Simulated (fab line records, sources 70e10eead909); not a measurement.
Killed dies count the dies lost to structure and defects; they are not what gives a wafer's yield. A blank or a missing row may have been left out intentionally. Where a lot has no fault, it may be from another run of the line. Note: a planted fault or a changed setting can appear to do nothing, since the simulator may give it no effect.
fab line records | flow nand_harc
record lots=6 | wafers=18 | last_day=32
route steps=1302 shown A_STAIRCASE@732
lots that met no fault: taken from a fault-free run of the same line
start_h: the number of hours between the record's first day and the start of the first shown wafer of the lot | wait_h: hours elapsed since this lot's preceding step | " same as the row above | L1.1+2: a row that stands for several wafers | - value missing, or start not given | * or withheld: withheld | < > ~ a bound
route shown NAME@n: names a module that has steps shown in the file, with the first one's number in the route | usual: mean and standard deviation over wafers with no fault | same: alike in all rows | chamber/n: place in a boat | sites: each site's reading | _std_site: the values' standard deviation | _edge_site: mean of outer sites minus mean of inner sites | radius_mm: how far each site lies from the wafer's centre | mask NAME#n: copy n | behind: the tool/chamber that last shaped the wafer | hold: why the lot was held/for how many hours/how that ended | device: transistor that didn't switch, given as n, p or np | end of line: at the end of the route, the tests of the same wafers | a step without rows: its recipe alone | killed: dies lost to structure and defects at the first sort, not the wafer's yield | map: the dies of a wafer, with x for killed, . for not killed, _ for no die there
set.NAME: setting as actually run; set.NAME@STEP: the setting as run at that earlier step | model.NAME: the simulator's own value behind a step, which no gauge read
a table for each step, a row for each wafer; lots at some steps of the route
services: a tool's chamber out of use, with start hour (start_h, from the record's first day; less than 0 if before it), hours out, and reason
## steps
# step NHARC_A_STAIRCASE_HARDBAKE_218
# recipe temp_c=120 | time_s=140
# step NHARC_A_STAIRCASE_DESCUM_219
# recipe time_s=3 | o2_flow_sccm=200 | ar_flow_sccm=0 | bias_power_w=0 | chemistry=O2
# step NHARC_A_STAIRCASE_TRIM_220
# recipe time_s=211.2 | o2_flow_sccm=500 | ar_flow_sccm=0 | bias_w=0 | chemistry=O2
# step NHARC_A_STAIRCASE_ETCH_221
# recipe target_depth_a=1000 | time_s=40.5 | ion_energy_ev=400 | c4f8_flow_sccm=20 | o2_flow_sccm=10 | ar_flow_sccm=withheld | rf_w=600 | bias_w=1000 | chemistry=C4F8/O2
# step NHARC_A_STAIRCASE_TRIM_222
# recipe time_s=211.2 | o2_flow_sccm=500 | ar_flow_sccm=0 | bias_w=0 | chemistry=O2
# usual drypump_motor_current_A=5.9/0.5 | oes_product_au=1.000/0.0077 | rf_vpp_V=57.7/0.88 | showerhead_plenum_p_Torr=3.55/0.16 | throttle_valve_pct=17.037/0.0093
lot.wafer | tool        | chamber | start_h | wait_h | drypump_motor_current_A | oes_product_au | rf_hours_counter_h | rf_vpp_V | showerhead_plenum_p_Torr | throttle_valve_pct
L765.3    | rie_diel-03 | 2       | -       | -      | 5.0                     | 1.002          | 27                 | 58.4     | 3.46                     | 17.041
L765.4    | "           | 3       | "       | "      | 6.2                     | 1.020          | 27                 | 58.0     | 3.51                     | 17.041
L765.5    | "           | 1       | "       | "      | 5.2                     | 1.006          | -                  | 58.2     | 3.79                     | 17.041
L769.1    | rie_diel-13 | 2       | -       | -      | 6.0                     | 0.990          | 34                 | 55.4     | 3.54                     | 17.038
L769.2    | "           | 3       | "       | "      | 6.6                     | 1.000          | 30                 | 57.9     | 3.38                     | 17.020
L769.6    | "           | 1       | "       | "      | 6.4                     | 0.995          | -                  | 57.2     | 3.29                     | 17.032
L770.4    | rie_diel-03 | 0       | -       | -      | 6.0                     | 0.996          | 48                 | 58.3     | 3.53                     | 17.020
L770.2    | "           | 2       | "       | "      | 5.0                     | 1.000          | 42                 | 57.9     | 3.45                     | 17.047
L770.5    | "           | 1       | "       | "      | 5.2                     | 1.009          | -                  | 57.4     | 3.78                     | 17.023
L780.4    | rie_diel-12 | 2       | -       | -      | 6.3                     | 0.998          | 28                 | 57.4     | 3.46                     | 17.052
L780.2    | "           | 3       | "       | "      | 5.9                     | 1.005          | 26                 | 58.6     | 3.75                     | 17.051
L780.1    | "           | 1       | "       | "      | 6.2                     | 1.005          | 30                 | 58.1     | 3.79                     | 17.033
L781.2    | rie_diel-03 | 2       | -       | -      | 5.0                     | 0.994          | 21                 | 57.7     | 3.44                     | 17.029
L781.4    | "           | 0       | "       | "      | 6.0                     | 1.006          | 27                 | 56.4     | 3.51                     | 17.038
L781.3    | "           | 1       | "       | "      | 5.2                     | 0.999          | 32                 | 57.8     | 3.76                     | 17.020
L782.3    | rie_diel-03 | 3       | -       | -      | 6.2                     | 0.989          | 36                 | 58.1     | 3.48                     | 17.043
L782.1    | "           | 0       | "       | "      | 6.0                     | 0.995          | 29                 | 57.7     | 3.50                     | 17.035
L782.5    | "           | 2       | "       | "      | 5.0                     | 0.989          | -                  | 57.9     | 3.44                     | 17.042
# step NHARC_A_STAIRCASE_ETCH_223
# recipe target_depth_a=1000 | time_s=40.5 | ion_energy_ev=400 | c4f8_flow_sccm=20 | o2_flow_sccm=10 | ar_flow_sccm=withheld | rf_w=600 | bias_w=1000 | chemistry=C4F8/O2
# usual oes_product_au=0.941/0.0095 | rf_vpp_V=897/5.8 | run_length_s=61.7/0.33
lot.wafer | tool        | chamber | start_h | wait_h | oes_product_au | rf_hours_counter_h | rf_vpp_V | run_length_s
L765.3    | rie_diel-03 | 0       | -       | -      | 0.950          | 27                 | 896      | 61.8
L765.4    | "           | 1       | "       | "      | 0.940          | 25                 | 905      | 61.8
L765.5    | "           | 3       | "       | "      | 0.954          | -                  | 895      | 61.5
L769.2    | rie_diel-13 | 3       | -       | -      | 0.942          | 30                 | 891      | 61.5
L769.1    | "           | 2       | "       | "      | 0.933          | 34                 | 895      | 61.4
L769.6    | "           | 2       | "       | "      | 0.933          | -                  | 895      | 61.5
L770.2    | rie_diel-03 | 1       | -       | -      | 0.929          | 44                 | 905      | 61.6
L770.4    | "           | 3       | "       | "      | 0.948          | 44                 | 896      | 61.9
L770.5    | "           | 1       | "       | "      | 0.924          | -                  | 905      | 61.9
L780.4    | rie_diel-12 | 1       | -       | -      | 0.946          | 30                 | 903      | 62.1
L780.1    | "           | 2       | "       | "      | 0.932          | 28                 | 894      | 61.7
L780.2    | "           | 3       | "       | "      | 0.938          | 26                 | 904      | 61.4
L781.3    | rie_diel-03 | 0       | -       | -      | 0.944          | 27                 | 895      | 62.2
L781.4    | "           | 1       | "       | "      | 0.951          | 32                 | 905      | 61.3
L781.2    | "           | 3       | "       | "      | 0.936          | 35                 | 895      | 61.9
L782.3    | rie_diel-03 | 1       | -       | -      | 0.952          | 33                 | 903      | 61.6
L782.1    | "           | 0       | "       | "      | 0.938          | 29                 | 897      | 61.8
L782.5    | "           | 2       | "       | "      | 0.925          | -                  | 892      | 61.3
# step NHARC_A_STAIRCASE_TRIM_224
# recipe time_s=211.2 | o2_flow_sccm=500 | ar_flow_sccm=0 | bias_w=0 | chemistry=O2
# usual drypump_motor_current_A=5.9/0.49 | oes_product_au=0.999/0.0072 | rf_vpp_V=57.7/0.95 | showerhead_plenum_p_Torr=3.55/0.16 | throttle_valve_pct=17.037/0.0093
lot.wafer | tool        | chamber | start_h | wait_h | drypump_motor_current_A | oes_product_au | rf_hours_counter_h | rf_vpp_V | showerhead_plenum_p_Torr | throttle_valve_pct
L765.4    | rie_diel-03 | 1       | -       | -      | 5.2                     | 0.998          | 25                 | 58.1     | 3.79                     | 17.036
L765.3    | "           | 2       | "       | "      | 5.0                     | 0.997          | 27                 | 56.8     | 3.46                     | 17.032
L765.5    | "           | 1       | "       | "      | 5.2                     | 0.993          | -                  | 59.1     | 3.79                     | 17.041
L769.1    | rie_diel-13 | 1       | -       | -      | 6.4                     | 0.989          | 20                 | 57.4     | 3.29                     | 17.027
L769.2    | "           | 3       | "       | "      | 6.6                     | 0.982          | 30                 | 57.9     | 3.38                     | 17.050
L769.6    | "           | 3       | "       | "      | 6.6                     | 0.986          | -                  | 56.2     | 3.38                     | 17.045
L770.2    | rie_diel-03 | 1       | -       | -      | 5.2                     | 0.999          | 44                 | 58.4     | 3.78                     | 17.017
L770.4    | "           | 2       | "       | "      | 5.0                     | 0.997          | 43                 | 56.9     | 3.45                     | 17.055
L770.5    | "           | 0       | "       | "      | 6.0                     | 1.009          | -                  | 58.9     | 3.53                     | 17.052
L780.1    | rie_diel-12 | 2       | -       | -      | 6.3                     | 1.002          | 28                 | 57.6     | 3.46                     | 17.033
L780.2    | "           | 3       | "       | "      | 5.9                     | 1.009          | 26                 | 57.4     | 3.75                     | 17.044
L780.4    | "           | 0       | "       | "      | 6.2                     | 0.999          | 25                 | 58.4     | 3.40                     | 17.035
L781.3    | rie_diel-03 | 0       | -       | -      | 6.0                     | 0.997          | 27                 | 57.5     | 3.51                     | 17.034
L781.2    | "           | 1       | "       | "      | 5.2                     | 0.996          | 32                 | 58.6     | 3.76                     | 17.054
L781.4    | "           | 3       | "       | "      | 6.1                     | 0.993          | 35                 | 57.3     | 3.48                     | 17.045
L782.1    | rie_diel-03 | 2       | -       | -      | 5.0                     | 0.992          | 23                 | 56.4     | 3.44                     | 17.040
L782.3    | "           | 3       | "       | "      | 6.2                     | 1.003          | 36                 | 58.4     | 3.48                     | 17.035
L782.5    | "           | 3       | "       | "      | 6.2                     | 1.006          | -                  | 57.9     | 3.48                     | 17.036
# step NHARC_A_STAIRCASE_ETCH_225
# recipe target_depth_a=1000 | time_s=40.5 | ion_energy_ev=400 | c4f8_flow_sccm=20 | o2_flow_sccm=10 | ar_flow_sccm=withheld | rf_w=600 | bias_w=1000 | chemistry=C4F8/O2
# usual oes_product_au=0.940/0.01 | rf_vpp_V=896/5.5 | run_length_s=61.66/0.28
lot.wafer | tool        | chamber | start_h | wait_h | oes_product_au | rf_hours_counter_h | rf_vpp_V | run_length_s
L765.4    | rie_diel-03 | 3       | -       | -      | 0.964          | 27                 | 895      | 61.63
L765.3    | "           | 0       | "       | "      | 0.950          | 27                 | 895      | 61.70
L765.5    | "           | 2       | "       | "      | 0.939          | -                  | 895      | 61.60
L769.2    | rie_diel-13 | 1       | -       | -      | 0.934          | 20                 | 887      | 61.92
L769.1    | "           | 2       | "       | "      | 0.941          | 34                 | 896      | 61.52
L769.6    | "           | 3       | "       | "      | 0.931          | -                  | 890      | 61.43
L770.4    | rie_diel-03 | 2       | -       | -      | 0.947          | 43                 | 894      | 61.34
L770.2    | "           | 1       | "       | "      | 0.936          | 45                 | 905      | 61.91
L770.5    | "           | 3       | "       | "      | 0.946          | -                  | 895      | 61.72
L780.4    | rie_diel-12 | 2       | -       | -      | 0.931          | 29                 | 895      | 61.62
L780.2    | "           | 0       | "       | "      | 0.942          | 25                 | 891      | 61.95
L780.1    | "           | 1       | "       | "      | 0.943          | 30                 | 905      | 61.97
L781.3    | rie_diel-03 | 2       | -       | -      | 0.934          | 21                 | 893      | 61.46
L781.2    | "           | 0       | "       | "      | 0.942          | 27                 | 895      | 61.57
L781.4    | "           | 1       | "       | "      | 0.950          | 32                 | 903      | 61.81
L782.1    | rie_diel-03 | 2       | -       | -      | 0.938          | 23                 | 891      | 61.43
L782.3    | "           | 0       | "       | "      | 0.943          | 29                 | 895      | 61.69
L782.5    | "           | 2       | "       | "      | 0.940          | -                  | 892      | 61.43
# step NHARC_A_STAIRCASE_TRIM_226
# recipe time_s=211.2 | o2_flow_sccm=500 | ar_flow_sccm=0 | bias_w=0 | chemistry=O2
# step NHARC_A_STAIRCASE_ETCH_227
# recipe target_depth_a=1000 | time_s=40.5 | ion_energy_ev=400 | c4f8_flow_sccm=20 | o2_flow_sccm=10 | ar_flow_sccm=withheld | rf_w=600 | bias_w=1000 | chemistry=C4F8/O2
# step NHARC_A_STAIRCASE_TRIM_229
# recipe time_s=211.2 | o2_flow_sccm=500 | ar_flow_sccm=0 | bias_w=0 | chemistry=O2
# usual drypump_motor_current_A=6.0/0.48 | oes_product_au=0.998/0.0063 | rf_vpp_V=57.7/0.85 | showerhead_plenum_p_Torr=3.53/0.15 | throttle_valve_pct=17.036/0.01
lot.wafer | tool        | chamber | start_h | wait_h | drypump_motor_current_A | oes_product_au | rf_hours_counter_h | rf_vpp_V | showerhead_plenum_p_Torr | throttle_valve_pct
L765.3    | rie_diel-13 | 2       | 387.26  | 0.1    | 6.0                     | 1.001          | 13                 | 58.2     | 3.55                     | 17.026
L765.5    | "           | 0       | "       | "      | 6.0                     | 0.995          | -                  | 58.5     | 3.55                     | 17.026
L765.4    | "           | 3       | "       | "      | 6.6                     | 0.989          | -                  | 57.3     | 3.39                     | 17.037
L769.2    | rie_diel-13 | 2       | 434.79  | 0.1    | 6.0                     | 1.002          | 35                 | 59.1     | 3.54                     | 17.040
L769.1    | "           | 1       | "       | "      | 6.4                     | 0.998          | 20                 | 57.9     | 3.29                     | 17.033
L769.6    | "           | 2       | "       | "      | 6.0                     | 0.988          | -                  | 56.2     | 3.54                     | 17.042
L770.2    | rie_diel-13 | 2       | 439.95  | 0.1    | 6.0                     | 0.995          | 36                 | 57.3     | 3.54                     | 17.033
L770.4    | "           | 1       | "       | "      | 6.4                     | 1.001          | -                  | 56.9     | 3.29                     | 17.034
L770.5    | "           | 2       | "       | "      | 6.0                     | 0.995          | -                  | 57.3     | 3.54                     | 17.044
L780.2    | rie_diel-12 | 0       | 536.27  | 0.1    | 6.2                     | 0.989          | 26                 | 58.7     | 3.40                     | 17.031
L780.1    | "           | 2       | "       | "      | 6.3                     | 0.996          | 29                 | 57.8     | 3.46                     | 17.052
L780.4    | "           | 3       | "       | "      | 5.9                     | 0.988          | 26                 | 57.4     | 3.75                     | 17.038
L781.2    | rie_diel-13 | 0       | 557.24  | 0.1    | 6.0                     | 1.007          | 10                 | 58.9     | 3.53                     | 17.028
L781.3    | "           | 2       | "       | "      | 6.0                     | 1.000          | 11                 | 57.7     | 3.52                     | 17.022
L781.4    | "           | 3       | "       | "      | 6.6                     | 0.998          | -                  | 56.9     | 3.36                     | 17.032
L782.3    | rie_diel-03 | 2       | 568.04  | 0.1    | 5.0                     | 0.992          | 23                 | 57.2     | 3.43                     | 17.062
L782.1    | "           | 0       | "       | "      | 6.0                     | 1.007          | 29                 | 56.7     | 3.51                     | 17.033
L782.5    | "           | 1       | "       | "      | 5.2                     | 1.003          | -                  | 57.9     | 3.76                     | 17.028
# step NHARC_A_STAIRCASE_ETCH_230
# recipe target_depth_a=1000 | time_s=40.5 | ion_energy_ev=400 | c4f8_flow_sccm=20 | o2_flow_sccm=10 | ar_flow_sccm=withheld | rf_w=600 | bias_w=1000 | chemistry=C4F8/O2
# usual oes_product_au=0.946/0.016 | rf_vpp_V=896/5.3 | run_length_s=61.67/0.29
lot.wafer | tool        | chamber | start_h | wait_h | oes_product_au | rf_hours_counter_h | rf_vpp_V | run_length_s
L765.3    | rie_diel-13 | 2       | 387.47  | -      | 0.957          | 13                 | 895      | 61.91
L765.5    | "           | 2       | "       | "      | 0.954          | -                  | 896      | 61.45
L765.4    | "           | 3       | "       | "      | 0.955          | -                  | 890      | 61.61
L769.2    | rie_diel-13 | 2       | 435.15  | -      | 0.923          | 35                 | 896      | 61.21
L769.1    | "           | 1       | "       | "      | 0.921          | 20                 | 885      | 55.01
L769.6    | "           | 2       | "       | "      | 0.929          | -                  | 896      | 61.24
L770.2    | rie_diel-13 | 1       | 440.13  | -      | 0.955          | 21                 | 887      | 55.24
L770.4    | "           | 1       | "       | "      | 0.959          | -                  | 886      | 55.00
L770.5    | "           | 2       | "       | "      | 0.959          | -                  | 897      | 61.71
L780.1    | rie_diel-12 | 3       | 536.48  | -      | 0.949          | 26                 | 904      | 61.40
L780.4    | "           | 0       | "       | "      | 0.944          | 26                 | 892      | 61.68
L780.2    | "           | 1       | "       | "      | 0.936          | 30                 | 905      | 62.26
L781.3    | rie_diel-13 | 3       | 557.46  | -      | 0.950          | 11                 | 889      | 61.42
L781.2    | "           | 0       | "       | "      | 0.957          | 10                 | 895      | 61.86
L781.4    | "           | 3       | "       | "      | 0.948          | -                  | 891      | 61.69
L782.3    | rie_diel-03 | 3       | 568.22  | -      | 0.943          | 36                 | 895      | 61.65
L782.1    | "           | 2       | "       | "      | 0.937          | 23                 | 892      | 61.68
L782.5    | "           | 3       | "       | "      | 0.954          | -                  | 895      | 61.43
# step NHARC_A_STAIRCASE_TRIM_231
# recipe time_s=211.2 | o2_flow_sccm=500 | ar_flow_sccm=0 | bias_w=0 | chemistry=O2
## services
tool        | chamber | start_h | hours | kind
rie_diel-03 | 0       | 363.88  | -     | clean
rie_diel-03 | 1       | 363.88  | -     | clean
rie_diel-03 | 2       | 363.88  | -     | clean
rie_diel-03 | 3       | 363.88  | -     | clean
rie_diel-13 | 1       | 377.44  | 22.5  | repair
rie_diel-03 | 0       | 388.38  | -     | clean
rie_diel-03 | 1       | 388.38  | -     | clean
rie_diel-03 | 2       | 388.38  | -     | clean
rie_diel-03 | 3       | 388.38  | -     | clean
rie_diel-13 | 0       | 393.35  | 49.3  | repair
rie_diel-03 | 0       | 412.88  | -     | clean
rie_diel-03 | 1       | 412.88  | -     | clean
rie_diel-03 | 2       | 412.88  | -     | clean
rie_diel-03 | 3       | 412.88  | -     | clean
rie_diel-03 | 0       | 437.38  | -     | clean
rie_diel-13 | 1       | 441.15  | 3.3   | repair
rie_diel-12 | -       | 446.18  | 9.0   | pm
rie_diel-13 | 1       | 448.55  | 5.9   | repair
rie_diel-03 | -       | 458.33  | 9.0   | pm
rie_diel-12 | -       | 488.80  | 1.9   | repair
rie_diel-12 | 2       | 505.50  | 4.2   | repair
rie_diel-13 | -       | 519.08  | 9.0   | pm
rie_diel-03 | 1       | 519.91  | 10.9  | repair
rie_diel-03 | 3       | 561.84  | 2.6   | repair
## key
first_sign step=NHARC_A_STAIRCASE_ETCH_230 | reading=run_length_s | direction=down | sigmas=23 | usual=* | struck=*
effect none on later readings
met_at NHARC_A_STAIRCASE_ETCH_230
struck_wafers L769.1,L770.2,L770.4
tester_left_out L769,L770
fault kind=process_parameter_drift | tool=rie_diel-13 | chamber=1 | onset_h=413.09 | steps=NHARC_A_STAIRCASE_ETCH_230 | channel=time_s | offset=* | shape=step | end_h=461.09 | acts_in=* | stated=*
# tester_left_out: of these lots the tester's yield and bins aren't shown, on N5 and GAA mostly nor the transistor test; their killed dies are dies lost to structure and defects alone, not to doping, threshold or leakage, so they don't give the yield
